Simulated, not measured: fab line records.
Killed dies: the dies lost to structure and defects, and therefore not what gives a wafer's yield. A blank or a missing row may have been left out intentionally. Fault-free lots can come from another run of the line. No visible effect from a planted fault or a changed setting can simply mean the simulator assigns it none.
Chamber matching	flow nandHarc	NHARC_P_CONTACT_DEP_30 on pecvd-02: 3 sister chambers
The step deposits SiNx, target thk 30 nm. 18 wafers are shown with their chamber, then 9 later ones without.

WAFERS WITH THEIR CHAMBER
wafer	chamber	heaterPowerW (W)
L075.1	1	754
L075.4	2	621
L075.5	1	749
L075.2	2	605
L075.3	0	791
L075.6	0	770
L076.1	0	772
L076.4	2	567
L076.5	1	653
L077.1	2	606
L077.5	1	677
L077.6	2	615
L079.1	1	776
L079.4	2	632
L079.6	1	776
L081.1	2	614
L081.3	0	679
L081.4	1	728

SIGNATURES (averages over the wafers above)
reading	chamber 0	chamber 1	chamber 2	scatter within a chamber
heaterPowerW	753.00	730.43	608.57	40
Rule: a wafer's distance from a chamber is the root of the sum, over the readings, of the square of ((its reading less the chamber's mean) divided by the reading's scatter). If the next closest chamber is less than 2 further off than the closest, the wafer can't be placed; otherwise it belongs to the closest. The scatter is the square root of a quotient: the sum, over the shown wafers, of each reading's squared deviation from its chamber's mean, divided by wafers minus chambers.

WAFERS WHOSE CHAMBER IS MISSING
wafer	heaterPowerW (W)
L084.3	594
L084.5	682
L084.6	579
L089.1	798
L089.2	787
L089.5	792
L096.2	799
L096.4	555
L096.5	718

WHICH CHAMBER EACH ONE RAN IN
wafer	from the rows above	in truth
L084.3	2	2
L084.5	can't be placed: 1 or 0 or 2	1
L084.6	2	2
L089.1	can't be placed: 0 or 1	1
L089.2	can't be placed: 0 or 1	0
L089.5	can't be placed: 0 or 1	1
L096.2	can't be placed: 0 or 1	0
L096.4	2	2
L096.5	can't be placed: 1 or 0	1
3 of 9 placed correctly. From these rows, 6 cannot be placed; in 6 the true chamber is one of the candidates. Wrongly placed: 0.
